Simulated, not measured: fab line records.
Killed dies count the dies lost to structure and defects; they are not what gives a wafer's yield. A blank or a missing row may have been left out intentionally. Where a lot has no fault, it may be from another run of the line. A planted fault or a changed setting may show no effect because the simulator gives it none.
Struck lot and sound lot, side by side + flow n5-finfet + 15 out of 1938 route steps
Sound: the wafers L181.2, L181.4, L181.5. Struck: wafers L187.1, L187.3, L187.6. Last of all comes the cause.
Each step with rows lists, per side, the tool, then ch with its chambers, then its first start. Under that, the readings that differ: sound wafers + struck wafers + difference of the means + sigmas: that difference in standard deviations of wafers without a fault.
alike: words and numbers the same on both sides, and readings whose means are apart by under 2 such deviations; not compared: readings that were withheld, readings missing a value for some wafer, numbers with overlapping values and no deviation given by the record, and bounds like >300 which may hide the same value.
A row with sigmas, a row that says differs or no value, or rows on one side alone: a step with any of these is where the two part. Non-overlapping numbers with no deviation appear without sigmas and do not part them. A reading that every wafer of one side lacks parts them only if that side has two wafers or more.

N5_BEOL_M5_PRE_CLEAN_77: time 15 s.
  sound on cvd-co-02 ch 1,2, day 12 10:33; struck on cvd-co-02 ch 0,2, day 14 11:49
  alike: heater-power-w, rf-fwd-power-W
N5_BEOL_M5_CO_CAP_78: material Co, precursor CCTBA/H2, target thk 2 nm, time 102.1 s.
  sound on cvd-co-02 ch 1,2, day 12 10:35; struck on cvd-co-02 ch 0,2, day 14 11:51
  alike: heater-power-w
then, 1 step without rows for these wafers: N5_BEOL_M5_PRE_CLEAN_55 (time 15 s).
N5_BEOL_M5_DEP_56: deposits SiCN from 3MS/NH3, target thk 8 nm, time 14 s.
  sound on pecvd-02 ch 1,2, day 12 10:43; struck on pecvd-02 ch 0,2, day 14 11:58
  alike: rf-fwd-power-W, showerhead-plenum-p-Torr, throttle-valve-pct
N5_BEOL_M5_RS_MEAS_57: measurement is done with a four-point probe.
  sound: film-metro-02 at day 12 10:46; struck: film-metro-01 at day 14 12:02
  alike: M5_RS
N5_BEOL_M5_INSPECT_58: inspects for defects (darkfield).
  sound: defect-inspect-01 at day 12 10:48; struck: defect-inspect-02 at day 14 12:04
  alike: raw-defect-count
then, 2 steps without rows for these wafers: N5_BEOL_M6_ILD_DEP_00 (deposits SiCOH lowk from DEMS/porogen, target thk 179.75 nm, time 33.4 s); N5_BEOL_M6_CURE_74 (cures SiCOH lowk, time 240 s).
N5_BEOL_M6_THK_MEAS_01:
  sound: film-metro-01 at day 12 11:25; struck: film-metro-01 at day 14 13:09
  alike: M6_ILD_THK
N5_BEOL_M6_PECVD_70: deposits SiO2 from TEOS/O2, target thk 20 nm, time 22.7 s.
  sound on pecvd-01 ch 0,2, day 12 11:27; struck on pecvd-03 ch 1,2, day 14 13:11
  alike: heater-power-w, rf-fwd-power-W, showerhead-plenum-p-Torr, throttle-valve-pct
N5_BEOL_M6_HM_DEP_02: deposits TiN, target thk 20 nm.
  sound: pvd-sputter-03 at day 12 11:53; struck: pvd-sputter-03 at day 14 14:17
  alike: throttle-valve-pct
then, 1 step without rows for these wafers: N5_BEOL_M6_COAT_59 (time 60 s, resist thk 100 nm).
N5_BEOL_M6_COAT_60: time 60 s, resist thk 35 nm.
  sound on litho-track-03 ch 0, day 12 12:01; struck on litho-track-03 ch 0, day 14 14:25
| reading                  | sound                | struck               | difference | sigmas      |
|--------------------------|----------------------|----------------------|------------|-------------|
| heater-power-total-W (W) | 424.5 424.1 424.5    | 470.9 470.9 474.8    | +47.8      | +22         |
| plate-temp-C (C)         | 220.21 219.93 220.18 | 238.86 238.80 238.91 | +18.75     | +99 or more |
then, 2 steps without rows for these wafers: N5_BEOL_M6_COAT_05 (resist thk 90 nm); N5_PASSIVATION_PROBE_49.

## WHERE THEY PART
Within this record, at N5_BEOL_M6_COAT_60 only.

WHY: the cause the simulator had injected
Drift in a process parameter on litho-track-03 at N5_BEOL_M6_COAT_60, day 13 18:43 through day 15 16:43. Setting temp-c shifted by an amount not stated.
